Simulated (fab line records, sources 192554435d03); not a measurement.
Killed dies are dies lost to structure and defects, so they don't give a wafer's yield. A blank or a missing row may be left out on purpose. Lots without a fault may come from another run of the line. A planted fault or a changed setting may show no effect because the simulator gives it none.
Chamber matching | flow n5_finfet | N5_STI_FIN_REVEAL_ALD_14 on ald_sin-01: 4 sister chambers
The step deposits Si3N4, target thk 3 nm. 8 wafers are shown with their chamber, then 12 later ones without.

WAFERS WITH THEIR CHAMBER
wafer  | chamber | heater_power_w (W)
L080.6 | 3       | 847
L081.6 | 2       | 849
L082.2 | 1       | 945
L082.4 | 2       | 867
L082.5 | 3       | 873
L090.4 | 0       | 790
L090.5 | 0       | 794
L090.6 | 1       | 973

WAFERS WITHOUT THEIR CHAMBER
wafer  | heater_power_w (W)
L092.4 | 961
L092.5 | 838
L092.6 | 819
L093.2 | 963
L093.3 | 831
L093.5 | 760
L094.1 | 823
L094.2 | 956
L094.3 | 791
L097.1 | 765
L097.3 | 841
L097.5 | 841

WHICH CHAMBER EACH WENT THROUGH
wafer  | from the rows above          | in truth
L092.4 | 1                            | 1
L092.5 | can't be placed: 2 or 3 or 0 | 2
L092.6 | can't be placed: 0 or 2 or 3 | 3
L093.2 | 1                            | 1
L093.3 | can't be placed: 2 or 3 or 0 | 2
L093.5 | 0                            | 0
L094.1 | can't be placed: 0 or 2 or 3 | 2
L094.2 | 1                            | 1
L094.3 | 0                            | 0
L097.1 | 0                            | 0
L097.3 | can't be placed: 2 or 3      | 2
L097.5 | can't be placed: 2 or 3      | 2
Placed correctly: 6 of 12. Can't be placed from these rows: 6 (the true chamber is among the candidates in 6). Placed wrongly: 0.
How it was worked out, from the rows above alone: a wafer's distance from a chamber is the root of the sum, over the readings, of the square of ((its reading less the chamber's mean) divided by the reading's scatter). The wafer belongs to the nearest chamber; if the next one is less than 2 further off, it can't be placed. A chamber's mean is the mean of its shown wafers. The scatter: the root of (the sum of the squares of (reading less its chamber's mean) over the shown wafers, divided by (wafers less chambers)).
